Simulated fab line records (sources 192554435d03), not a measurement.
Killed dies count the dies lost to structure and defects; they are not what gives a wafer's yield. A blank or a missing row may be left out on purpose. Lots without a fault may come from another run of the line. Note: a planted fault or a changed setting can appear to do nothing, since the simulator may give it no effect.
Matching of chambers | flow n5_finfet | N5_BEOL_M5_DESCUM_33 on rie_diel-02: 4 sister chambers
The step chemistry O2, time 7 s. 8 wafers are shown with their chamber, then 7 later ones without.

== EACH WAFER AND ITS CHAMBER ==
wafer  | chamber | drypump_motor_current_A (A) | showerhead_plenum_p_Torr (Torr)
L080.1 | 1       | 6.0                         | 1.99
L080.2 | 0       | 5.0                         | 2.10
L086.4 | 3       | 5.4                         | 2.16
L086.5 | 1       | 6.0                         | 1.98
L094.4 | 0       | 5.0                         | 2.09
L094.6 | 2       | 5.9                         | 2.04
L095.1 | 2       | 5.9                         | 2.04
L095.3 | 3       | 5.5                         | 2.16

== WAFERS WITHOUT THEIR CHAMBER ==
wafer  | drypump_motor_current_A (A) | showerhead_plenum_p_Torr (Torr)
L095.5 | 5.0                         | 2.09
L097.2 | 6.0                         | 1.98
L097.3 | 5.9                         | 2.04
L097.4 | 5.5                         | 2.16
L096.2 | 5.9                         | 2.04
L096.4 | 5.5                         | 2.15
L096.6 | 5.9                         | 2.04

== CHAMBER TAKEN BY EACH ==
wafer  | from the rows above | in truth
L095.5 | 0                   | 0
L097.2 | 1                   | 1
L097.3 | 2                   | 2
L097.4 | 3                   | 3
L096.2 | 2                   | 2
L096.4 | 3                   | 3
L096.6 | 2                   | 2
7 of 7 placed correctly. Left unplaced by these rows: 0. Placed wrongly: 0.
How it was worked out, from the rows above alone: a wafer's distance from a chamber is the root of the sum, over the readings, of the square of ((its reading less the chamber's mean) divided by the reading's scatter). If the next closest chamber is less than 2 further off than the closest, the wafer can't be placed; otherwise it belongs to the closest. The mean given for a chamber averages the wafers shown for that chamber. The scatter: take each reading less its chamber's mean, square it, sum over the shown wafers, divide by the number of wafers less the number of chambers, and take the root.
